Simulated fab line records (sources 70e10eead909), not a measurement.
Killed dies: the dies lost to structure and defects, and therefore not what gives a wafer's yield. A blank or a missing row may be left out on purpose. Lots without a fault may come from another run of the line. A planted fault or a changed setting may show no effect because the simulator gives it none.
Chamber matching ; flow nand harc ; NHARC_THIN_TSV_ETCH_44 on rie diel-03 has 3 sister chambers
The step etches the open film in CF4/O2, target depth 1594.2 nm, time 797.1 s. 14 wafers are shown with their chamber, then 4 later ones without.

WAFERS PAIRED WITH THEIR CHAMBERS
wafer;chamber;showerhead plenum p Torr (Torr);drypump motor current A (A);rf vpp V (V)
L866.4;0;1.71;5.6;784
L866.5;0;1.71;5.6;788
L866.6;3;1.94;5.3;801
L867.1;0;1.71;5.6;787
L867.4;3;1.93;5.3;800
L867.6;3;1.94;5.3;800
L865.1;2;1.91;5.9;798
L865.3;0;1.71;5.6;786
L865.6;0;1.71;5.6;787
L868.1;0;1.71;5.6;786
L868.5;2;1.91;5.8;798
L868.6;3;1.93;5.3;801
L869.1;0;1.71;5.6;786
L869.2;3;1.93;5.3;801

SIGNATURES (means of the wafers above)
reading;chamber 0;chamber 2;chamber 3;scatter within a chamber
showerhead plenum p Torr;1.7100;1.9100;1.9340;0.0033
drypump motor current A;5.600;5.850;5.300;0.0213
rf vpp V;786.29;798.00;800.60;0.983
Rule: distance of a wafer from a chamber = root of the sum over the readings of ((wafer's reading minus chamber's mean) / reading's scatter) squared. If the next closest chamber is less than 2 further off than the closest, the wafer can't be placed; otherwise it belongs to the closest. The scatter: the root of (the sum of the squares of (reading less its chamber's mean) over the shown wafers, divided by (wafers less chambers)).

WAFERS WHOSE CHAMBER IS MISSING
wafer;showerhead plenum p Torr (Torr);drypump motor current A (A);rf vpp V (V)
L873.1;1.91;5.9;800
L873.6;1.93;5.3;800
L886.2;1.91;5.9;799
L886.6;1.71;5.6;787

CHAMBER TAKEN BY EACH
wafer;from the rows above;in truth
L873.1;2;2
L873.6;3;3
L886.2;2;2
L886.6;0;0
Correctly placed: 4 of 4. Left unplaced by these rows: 0. Wrongly placed: 0.
